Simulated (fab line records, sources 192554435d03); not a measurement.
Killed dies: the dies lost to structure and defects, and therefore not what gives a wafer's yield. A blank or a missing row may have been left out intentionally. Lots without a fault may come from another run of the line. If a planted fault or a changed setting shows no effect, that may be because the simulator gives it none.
Lot-split experiment :: flow n5_finfet :: 39 wafers read from 7 lots, route of 1938 steps

THE SPLIT
At N5_MOL_CONTACT_COAG_CONTACT_ETCH_14 (etches SiO2 in C4F6/O2, target depth 27.5 nm, overetch 8.5 nm, time 20 s), the setting source_w was moved away from the recipe's 370 W on 18 of the 39 wafers read, by -13.7% to +12.7%. The other wafers ran this setting at the recipe's value.

Reading taken at the split's own step.

THE READING
rf_vpp_V, in V, at N5_MOL_CONTACT_COAG_CONTACT_ETCH_14 (etches SiO2 in C4F6/O2, target depth 27.5 nm, overetch 8.5 nm, time 20 s). A value of 694 V with a standard deviation of 3.3 V is what fault-free wafers of this fab line usually give.

wafer: L075.1
tool, chamber at the split: rie_diel-06, 0
source_w as run, W: 412.8
against the recipe: +11.6%
rf_vpp_V, V: 674
against lot-mates on the recipe: -21

wafer: L075.2
tool, chamber at the split: rie_diel-06, 3
source_w as run, W: 370
against the recipe: recipe
rf_vpp_V, V: 695
against lot-mates on the recipe: -

wafer: L075.3
tool, chamber at the split: rie_diel-06, 1
source_w as run, W: 370
against the recipe: recipe
rf_vpp_V, V: 692
against lot-mates on the recipe: -

wafer: L075.4
tool, chamber at the split: rie_diel-06, 2
source_w as run, W: 412.8
against the recipe: +11.6%
rf_vpp_V, V: 659
against lot-mates on the recipe: -36

wafer: L075.5
tool, chamber at the split: rie_diel-06, 3
source_w as run, W: 370
against the recipe: recipe
rf_vpp_V, V: 697
against lot-mates on the recipe: -

wafer: L075.6
tool, chamber at the split: rie_diel-06, 0
source_w as run, W: 412.8
against the recipe: +11.6%
rf_vpp_V, V: 676
against lot-mates on the recipe: -19

wafer: L082.1
tool, chamber at the split: rie_diel-02, 1
source_w as run, W: 393.2
against the recipe: +6.3%
rf_vpp_V, V: 685
against lot-mates on the recipe: -8

wafer: L082.2
tool, chamber at the split: rie_diel-02, 2
source_w as run, W: 393.2
against the recipe: +6.3%
rf_vpp_V, V: 690
against lot-mates on the recipe: -3

wafer: L082.3
tool, chamber at the split: rie_diel-02, 0
source_w as run, W: 393.2
against the recipe: +6.3%
rf_vpp_V, V: 675
against lot-mates on the recipe: -18

wafer: L082.4
tool, chamber at the split: rie_diel-02, 3
source_w as run, W: 370
against the recipe: recipe
rf_vpp_V, V: 694
against lot-mates on the recipe: -

wafer: L082.5
tool, chamber at the split: rie_diel-02, 3
source_w as run, W: 370
against the recipe: recipe
rf_vpp_V, V: 694
against lot-mates on the recipe: -

wafer: L082.6
tool, chamber at the split: rie_diel-02, 0
source_w as run, W: 370
against the recipe: recipe
rf_vpp_V, V: 690
against lot-mates on the recipe: -

wafer: L083.1
tool, chamber at the split: rie_diel-05, 0
source_w as run, W: 370
against the recipe: recipe
rf_vpp_V, V: 690
against lot-mates on the recipe: -

wafer: L083.4
tool, chamber at the split: rie_diel-05, 3
source_w as run, W: 370
against the recipe: recipe
rf_vpp_V, V: 692
against lot-mates on the recipe: -

wafer: L083.5
tool, chamber at the split: rie_diel-05, 2
source_w as run, W: 370
against the recipe: recipe
rf_vpp_V, V: 694
against lot-mates on the recipe: -

wafer: L084.1
tool, chamber at the split: rie_diel-06, 2
source_w as run, W: 370
against the recipe: recipe
rf_vpp_V, V: 689
against lot-mates on the recipe: -

wafer: L084.2
tool, chamber at the split: rie_diel-06, 3
source_w as run, W: 417.1
against the recipe: +12.7%
rf_vpp_V, V: 676
against lot-mates on the recipe: -18

wafer: L084.3
tool, chamber at the split: rie_diel-06, 0
source_w as run, W: 370
against the recipe: recipe
rf_vpp_V, V: 699
against lot-mates on the recipe: -

wafer: L084.4
tool, chamber at the split: rie_diel-06, 1
source_w as run, W: 417.1
against the recipe: +12.7%
rf_vpp_V, V: 659
against lot-mates on the recipe: -35

wafer: L084.5
tool, chamber at the split: rie_diel-06, 2
source_w as run, W: 417.1
against the recipe: +12.7%
rf_vpp_V, V: 656
against lot-mates on the recipe: -38

wafer: L084.6
tool, chamber at the split: rie_diel-06, 3
source_w as run, W: 370
against the recipe: recipe
rf_vpp_V, V: 695
against lot-mates on the recipe: -

wafer: L088.1
tool, chamber at the split: rie_diel-06, 1
source_w as run, W: 370
against the recipe: recipe
rf_vpp_V, V: 692
against lot-mates on the recipe: -

wafer: L088.2
tool, chamber at the split: rie_diel-06, 3
source_w as run, W: 340.9
against the recipe: -7.9%
rf_vpp_V, V: 721
against lot-mates on the recipe: +27

wafer: L088.3
tool, chamber at the split: rie_diel-06, 0
source_w as run, W: 340.9
against the recipe: -7.9%
rf_vpp_V, V: 715
against lot-mates on the recipe: +21

wafer: L088.4
tool, chamber at the split: rie_diel-06, 1
source_w as run, W: 340.9
against the recipe: -7.9%
rf_vpp_V, V: 699
against lot-mates on the recipe: +5

wafer: L088.5
tool, chamber at the split: rie_diel-06, 3
source_w as run, W: 370
against the recipe: recipe
rf_vpp_V, V: 694
against lot-mates on the recipe: -

wafer: L088.6
tool, chamber at the split: rie_diel-06, 0
source_w as run, W: 370
against the recipe: recipe
rf_vpp_V, V: 696
against lot-mates on the recipe: -

wafer: L092.1
tool, chamber at the split: rie_diel-02, 0
source_w as run, W: 370
against the recipe: recipe
rf_vpp_V, V: 689
against lot-mates on the recipe: -

wafer: L092.2
tool, chamber at the split: rie_diel-02, 3
source_w as run, W: 319.2
against the recipe: -13.7%
rf_vpp_V, V: 725
against lot-mates on the recipe: +33

wafer: L092.3
tool, chamber at the split: rie_diel-02, 2
source_w as run, W: 319.2
against the recipe: -13.7%
rf_vpp_V, V: 735
against lot-mates on the recipe: +43

wafer: L092.4
tool, chamber at the split: rie_diel-02, 1
source_w as run, W: 370
against the recipe: recipe
rf_vpp_V, V: 695
against lot-mates on the recipe: -

wafer: L092.5
tool, chamber at the split: rie_diel-02, 3
source_w as run, W: 370
against the recipe: recipe
rf_vpp_V, V: 693
against lot-mates on the recipe: -

wafer: L092.6
tool, chamber at the split: rie_diel-02, 2
source_w as run, W: 319.2
against the recipe: -13.7%
rf_vpp_V, V: 733
against lot-mates on the recipe: +41

wafer: L093.1
tool, chamber at the split: rie_diel-02, 2
source_w as run, W: 370
against the recipe: recipe
rf_vpp_V, V: 697
against lot-mates on the recipe: -

wafer: L093.2
tool, chamber at the split: rie_diel-02, 0
source_w as run, W: 370
against the recipe: recipe
rf_vpp_V, V: 690
against lot-mates on the recipe: -

wafer: L093.3
tool, chamber at the split: rie_diel-02, 1
source_w as run, W: 405.1
against the recipe: +9.5%
rf_vpp_V, V: 680
against lot-mates on the recipe: -13

wafer: L093.4
tool, chamber at the split: rie_diel-02, 3
source_w as run, W: 405.1
against the recipe: +9.5%
rf_vpp_V, V: 673
against lot-mates on the recipe: -20

wafer: L093.5
tool, chamber at the split: rie_diel-02, 0
source_w as run, W: 370
against the recipe: recipe
rf_vpp_V, V: 692
against lot-mates on the recipe: -

wafer: L093.6
tool, chamber at the split: rie_diel-02, 3
source_w as run, W: 405.1
against the recipe: +9.5%
rf_vpp_V, V: 673
against lot-mates on the recipe: -20

FIT RESULTS
A straight line over all 39 wafers: rf_vpp_V changes by -2.33 V for each +1% of source_w; r = -0.95; the points scatter about the line by 5.7 V.
The same after taking each lot's own level away (the mean of its wafers on the recipe; 39 wafers): -2.37 V for each +1%; r = -0.95; scatter 5.8 V.
According to that fit, moving source_w by its largest amount changes the reading by 33 V.
The span of the lots' own levels, 692.0 to 694.7 V, comes to 0.8 times the standard deviation stated above.
The two slopes are in agreement: the lot-to-lot level therefore moves the slope only a little.
Check: with one of the wafers moved furthest among these (-13.7%) left out of the fit, the line predicts +34.1 V for it against its lot-mates. It came out at +32.7 V against them.
Tool readings at the split's step, against how far the setting was moved: rf_vpp_V r = -0.95.

OTHER SPLITS ON THESE WAFERS
Other splits were also applied to these wafers ahead of the reading. Each is held against what the fit with the lots' levels taken away leaves over:
other split on the same wafers: N5_FIN_CUT_ETCH_21 time_s
wafers away from the commonest value: 15
r with rf_vpp_V (lot level and that fit taken away): +0.17

other split on the same wafers: N5_FIN_CUT_CUT_ETCH_15 time_s
wafers away from the commonest value: 15
r with rf_vpp_V (lot level and that fit taken away): -0.29

FILE'S OWN FIT
rf_vpp_V changes by -2.33 V for each +1% of source_w, r = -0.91.
